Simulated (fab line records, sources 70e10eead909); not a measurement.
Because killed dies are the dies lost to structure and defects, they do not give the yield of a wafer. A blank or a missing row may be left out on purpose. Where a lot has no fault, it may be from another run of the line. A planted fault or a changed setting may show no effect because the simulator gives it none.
The tool behind it: which one?	flow nandHarc	Sampling: 11 lots, 33 wafers, 5 of 1302 route steps

## WHAT THE GAUGES SHOWED, per wafer
NHARC_END_SORT_01. Usual: killedAtArray 54, standard deviation 16; killedAtOther 0.6, standard deviation 0.86; killedAtPeriphery 3.8, standard deviation 2.6; killedDies 58, standard deviation 16; killedOpen 3.3, standard deviation 1.8; killedShort 2.7, standard deviation 1.7.
lot	measured	on	killedAtArray	killedAtOther	killedAtPeriphery	killedDies	killedOpen	killedShort	flag
L937	day 30 04:48	prober-02	666 665 42	0 0 0	4 11 3	670 676 45	2 6 2	3 8 2	OFF
L938	day 30 06:22	prober-01	35 30 668	1 0 1	2 4 5	38 34 674	2 4 4	2 2 2	OFF
L936	day 30 13:27	prober-02	54 52 53	0 0 0	4 1 3	58 53 56	4 2 6	5 3 4	

## WHICH TOOL RAN EACH LOT (tool, then ch and the chambers of the sampled wafers, then the start)
lot	NHARC_A_STAIRCASE_ETCH_170	NHARC_A_STAIRCASE_ETCH_13	NHARC_A_STAIRCASE_TRIM_16	NHARC_A_STAIRCASE_ETCH_25
L923	rieDiel-02 ch 0,3, day 15 21:17 or earlier	rieDiel-02 ch 1,2, day 15 21:17 or earlier	rieDiel-02 ch 0,2,3, day 15 21:17	rieDiel-02 ch 0,1,2, no start
L929	rieDiel-06 ch 1,2,3, day 17 14:53 or earlier	rieDiel-06 ch 1,2, day 17 14:53 or earlier	rieDiel-06 ch 0,3, day 17 14:53	rieDiel-06 ch 2,3, no start
L937	rieDiel-02 ch 1,2, day 21 14:21 or earlier	rieDiel-02 ch 0,1, day 21 14:21 or earlier	rieDiel-02 ch 0,2,3, day 21 14:21	rieDiel-02 ch 0,1,3, day 30 04:48 or earlier
L938	rieDiel-02 ch 0,1,2, day 21 18:28 or earlier	rieDiel-02 ch 0,1,3, day 21 18:28 or earlier	rieDiel-02 ch 2,3, day 21 18:28	rieDiel-02 ch 0,1,2, day 30 06:22 or earlier
L936	rieDiel-06 ch 0,1,3, day 21 22:13 or earlier	rieDiel-06 ch 2,3, day 21 22:13 or earlier	rieDiel-06 ch 0,1,2, day 21 22:13	rieDiel-02 ch 0,2,3, day 30 13:27 or earlier
L941	rieDiel-09 ch 1,2,3, day 23 01:50 or earlier	rieDiel-06 ch 1,2,3, day 23 01:50 or earlier	rieDiel-06 ch 0,1,2, day 23 01:50	rieDiel-02 ch 0,1,3, no start
L940	rieDiel-06 ch 0,1,3, day 23 02:11 or earlier	rieDiel-09 ch 0,3, day 23 02:11 or earlier	rieDiel-09 ch 0,1,3, day 23 02:11	rieDiel-09 ch 0,3, no start
L942	rieDiel-06 ch 0,1,2, day 23 09:48 or earlier	rieDiel-09 ch 0,1, day 23 09:48 or earlier	rieDiel-09 ch 0,3, day 23 09:48	rieDiel-02 ch 1,2,3, no start
L944	rieDiel-09 ch 0,2,3, day 24 11:52 or earlier	rieDiel-02 ch 0,2,3, day 24 11:52 or earlier	rieDiel-02 ch 0,2,3, day 24 11:52	rieDiel-09 ch 0,1,2, no start
L945	rieDiel-02 ch 0,2,3, day 24 14:45 or earlier	rieDiel-09 ch 0,1, day 24 14:45 or earlier	rieDiel-09 ch 0,3, day 24 14:45	rieDiel-02 ch 1,2, no start
L946	rieDiel-02 ch 1,2, day 25 08:02 or earlier	rieDiel-06 ch 0,1, day 25 08:02 or earlier	rieDiel-06 ch 2,3, day 25 08:02	rieDiel-09 ch 1,2, no start
- NHARC_A_STAIRCASE_ETCH_170: etches the open film in C4F6/O2, target depth 200 nm, time 66.667 s.
- NHARC_A_STAIRCASE_ETCH_13: etches the open film in C4F8/O2, target depth 100 nm, time 40.5 s.
- NHARC_A_STAIRCASE_TRIM_16: chemistry O2, time 211.2 s.
- NHARC_A_STAIRCASE_ETCH_25: etches the open film in C4F8/O2, target depth 100 nm, time 40.5 s.

## AS READ BY THE TOOLS THEMSELVES (means over the sampled wafers that have a number; for cases with no such wafer, the mark the record gives instead)
NHARC_A_STAIRCASE_ETCH_170. Usual: drypumpMotorCurrentA 5.6 A, standard deviation 0.3; o2FlowSccm 19.99 sccm, standard deviation 0.067; oesProductAu 0.977 a.u., standard deviation 0.01; rfFwdPowerW 595.0 W, standard deviation 2.3; rfVppV 547 V, standard deviation 3.4; showerheadPlenumPTorr 3.93 Torr, standard deviation 0.17; throttleValvePct 26.904 %, standard deviation 0.0086.
lot	tool	drypumpMotorCurrentA (A)	o2FlowSccm (sccm)	oesProductAu (a.u.)	rfFwdPowerW (W)	rfVppV (V)	showerheadPlenumPTorr (Torr)	throttleValvePct (%)	flag
L923	rieDiel-02	5.2	19.98	0.986	595.5	543	3.73	26.905	
L929	rieDiel-06	5.7	20.05	0.977	596.2	547	3.95	26.900	
L937	rieDiel-02	5.7	20.04	0.981	595.0	546	3.89	26.903	
L938	rieDiel-02	5.6	20.02	0.977	595.5	544	3.81	26.904	
L936	rieDiel-06	5.8	19.94	0.973	596.7	546	3.86	26.902	
L941	rieDiel-09	5.5	20.04	0.967	594.5	548	3.96	26.914	
L940	rieDiel-06	5.8	19.98	0.959	598.3	546	3.86	26.902	
L942	rieDiel-06	5.8	20.06	0.972	598.1	546	3.90	26.904	
L944	rieDiel-09	5.6	19.98	0.980	594.5	546	3.93	26.904	
L945	rieDiel-02	5.4	19.95	0.979	594.6	548	3.97	26.906	
L946	rieDiel-02	5.7	19.98	0.989	594.5	544	3.78	26.908	

NHARC_A_STAIRCASE_ETCH_13. Usual: oesProductAu 0.943 a.u., standard deviation 0.012; rfFwdPowerW 592.7 W, standard deviation 2.6; rfVppV 897 V, standard deviation 5.7.
lot	tool	oesProductAu (a.u.)	rfFwdPowerW (W)	rfVppV (V)	flag
L923	rieDiel-02	0.935	595.8	896	
L929	rieDiel-06	0.932	596.7	899	
L937	rieDiel-02	0.952	595.1	891	
L938	rieDiel-02	0.932	592.7	894	
L936	rieDiel-06	0.934	591.4	901	
L941	rieDiel-06	0.954	593.9	895	
L940	rieDiel-09	0.942	592.0	896	
L942	rieDiel-09	0.945	591.3	901	
L944	rieDiel-02	0.955	590.9	898	
L945	rieDiel-09	0.941	591.2	900	
L946	rieDiel-06	0.951	596.2	890	

NHARC_A_STAIRCASE_TRIM_16. Usual: drypumpMotorCurrentA 5.6 A, standard deviation 0.32; o2FlowSccm 500.0 sccm, standard deviation 1.4; oesProductAu 1.000 a.u., standard deviation 0.007; rfVppV 57.8 V, standard deviation 0.88; showerheadPlenumPTorr 3.53 Torr, standard deviation 0.15; throttleValvePct 17.037 %, standard deviation 0.0088.
lot	tool	drypumpMotorCurrentA (A)	o2FlowSccm (sccm)	oesProductAu (a.u.)	rfVppV (V)	showerheadPlenumPTorr (Torr)	throttleValvePct (%)	flag
L923	rieDiel-02	5.4	500.3	0.999	57.3	3.41	17.033	
L929	rieDiel-06	6.1	500.6	1.008	58.4	3.55	17.044	
L937	rieDiel-02	5.4	499.4	1.137	57.8	3.58	17.041	OFF
L938	rieDiel-02	5.3	500.3	1.066	57.1	3.72	17.039	OFF
L936	rieDiel-06	5.8	498.4	0.996	58.1	3.51	17.029	
L941	rieDiel-06	5.8	498.4	0.995	57.4	3.51	17.033	
L940	rieDiel-09	5.6	500.0	0.995	57.6	3.62	17.044	
L942	rieDiel-09	5.6	499.5	1.011	57.3	3.59	17.044	
L944	rieDiel-02	5.3	497.9	1.003	58.0	3.57	17.027	
L945	rieDiel-09	5.4	499.2	0.998	56.4	3.54	17.042	
L946	rieDiel-06	5.8	501.4	1.006	58.4	3.65	17.038	

NHARC_A_STAIRCASE_ETCH_25. Usual: oesProductAu 0.944 a.u., standard deviation 0.01; rfFwdPowerW 592.6 W, standard deviation 2.6; rfVppV 895 V, standard deviation 5.7.
lot	tool	oesProductAu (a.u.)	rfFwdPowerW (W)	rfVppV (V)	flag
L923	rieDiel-02	0.936	591.5	892	
L929	rieDiel-06	0.959	594.1	901	
L937	rieDiel-02	0.943	591.7	894	
L938	rieDiel-02	0.939	592.9	892	
L936	rieDiel-02	0.935	591.7	898	
L941	rieDiel-02	0.953	593.5	894	
L940	rieDiel-09	0.945	591.5	898	
L942	rieDiel-02	0.947	593.3	898	
L944	rieDiel-09	0.952	592.1	898	
L945	rieDiel-02	0.936	593.4	892	
L946	rieDiel-09	0.954	590.8	896	

## THE ANSWER, worked out from the rows above alone
Rule: lot off if the mean of its wafers having a number is beyond 3 standard deviations from the usual mean. Also off: a lot with no number at a reading for which 4 or more lots have one. Where the step has rows for the other lots, those lots are counted as sound. The gauges are gone through in route order, then the tools' own readings, and for those a lot's mean is taken as printed above. At the first step where some lot is off, the reading lying furthest off is the one used; lots without a number count as furthest.
Off at NHARC_END_SORT_01 (killedDies): L937, L938. Neither off nor sound, because the step has no rows for them: L923, L929, L941, L940, L942, L944, L945, L946.
If a tool, at a process step before that reading, ran all the lots that are off and no sound lot after the first of them, it fits. The gauges at NHARC_END_SORT_01 aren't tried: what is off there is off at NHARC_A_STAIRCASE_TRIM_16 too, on other tools, and a gauge's error can't cause that. NHARC_A_STAIRCASE_ETCH_170 gives no start for some lots, so the hours and the order of its lots are those of NHARC_A_STAIRCASE_TRIM_16. NHARC_A_STAIRCASE_ETCH_13 gives no start for some lots, so the hours and the order of its lots are those of NHARC_A_STAIRCASE_TRIM_16. NHARC_A_STAIRCASE_ETCH_25 gives no start for some lots, so the hours and the order of its lots are those of NHARC_END_SORT_01. One fits: rieDiel-02 at NHARC_A_STAIRCASE_ETCH_170 and NHARC_A_STAIRCASE_ETCH_13 and NHARC_A_STAIRCASE_TRIM_16. It ran no sound lot before its first lot that is off in this sample, so the start can't be narrowed down.

## WHAT THE SIMULATOR HAD PUT IN
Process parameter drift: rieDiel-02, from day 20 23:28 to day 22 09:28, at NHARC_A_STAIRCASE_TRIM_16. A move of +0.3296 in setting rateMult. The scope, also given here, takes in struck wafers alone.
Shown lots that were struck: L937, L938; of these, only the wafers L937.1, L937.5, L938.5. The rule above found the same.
